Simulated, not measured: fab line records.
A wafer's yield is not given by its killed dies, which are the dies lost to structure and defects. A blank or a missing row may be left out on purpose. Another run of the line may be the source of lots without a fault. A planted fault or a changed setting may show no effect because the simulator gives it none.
Chamber matching ; flow n5_finfet ; 4 sister chambers for N5_SPACER0_ALD_07 on ald_sin-01
The step deposits SiNx, target thk 2 nm. 4 wafers are shown with their chamber, then 7 later ones without.

## WAFERS WITH THEIR CHAMBER
wafer;chamber;heater_power_w (W)
L080.3;2;823
L080.5;1;886
L081.1;3;853
L081.3;0;924

## WAFERS WITHOUT THEIR CHAMBER
wafer;heater_power_w (W)
L081.6;916
L084.2;901
L084.4;916
L084.5;831
L093.3;852
L093.4;842
L093.6;925

## WHICH CHAMBER EACH WENT THROUGH
wafer;from the rows above;in truth
L081.6;0;0
L084.2;can't be placed: 1 or 0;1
L084.4;0;0
L084.5;can't be placed: 2 or 3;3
L093.3;3;3
L093.4;can't be placed: 3 or 2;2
L093.6;0;0
Placed correctly: 4 of 7. These rows do not allow placing 3 (true chamber among the candidates in 3). Number placed wrongly: 0.
How it was worked out, from the rows above alone: a wafer's distance from a chamber is the root of the sum, over the readings, of the square of ((its reading less the chamber's mean) divided by the reading's scatter). If the next closest chamber is less than 2 further off than the closest, the wafer can't be placed; otherwise it belongs to the closest. A chamber's mean is the mean of its shown wafers. The scatter: with one shown wafer a chamber, the root of the mean of the squares of how far each hidden wafer lies from its nearest shown one.
